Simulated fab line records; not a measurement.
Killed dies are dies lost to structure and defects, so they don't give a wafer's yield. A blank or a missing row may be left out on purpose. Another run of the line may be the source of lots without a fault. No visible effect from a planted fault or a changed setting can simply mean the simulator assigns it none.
Chamber matching ; flow n5 finfet ; N5_FIN_SAQP_ETCH_65 on rie si-01: 4 sister chambers
The step etches SiO2 in CF4, target depth 4 nm, time 4.4 s. 8 wafers are shown with their chamber, then 7 later ones without.

## EACH WAFER AND ITS CHAMBER
wafer;chamber;throttle valve pct (%);oes product au (a.u.)
L074.5;2;21.68;1.009
L086.1;2;21.67;0.999
L090.5;0;22.19;0.973
L091.1;3;21.94;0.994
L091.4;1;21.28;1.001
L091.5;1;21.27;1.005
L092.2;0;22.17;0.973
L092.4;3;21.94;0.991

## WAFERS WHOSE CHAMBER IS MISSING
wafer;throttle valve pct (%);oes product au (a.u.)
L092.6;21.27;1.007
L094.1;22.18;0.986
L094.2;21.67;1.016
L094.6;21.30;0.998
L096.1;21.95;0.993
L096.4;21.29;1.001
L096.6;21.94;0.989

## EACH ONE'S CHAMBER
wafer;from the rows above;in truth
L092.6;1;1
L094.1;0;0
L094.2;2;2
L094.6;1;1
L096.1;3;3
L096.4;1;1
L096.6;3;3
Correctly placed: 7 of 7. From these rows, 0 cannot be placed. Placed wrongly: 0.
How it was worked out, from the rows above alone: a wafer's distance from a chamber is the root of the sum, over the readings, of the square of ((its reading less the chamber's mean) divided by the reading's scatter). If the next closest chamber is less than 2 further off than the closest, the wafer can't be placed; otherwise it belongs to the closest. The mean given for a chamber averages the wafers shown for that chamber. The scatter: the root of (the sum of the squares of (reading less its chamber's mean) over the shown wafers, divided by (wafers less chambers)).
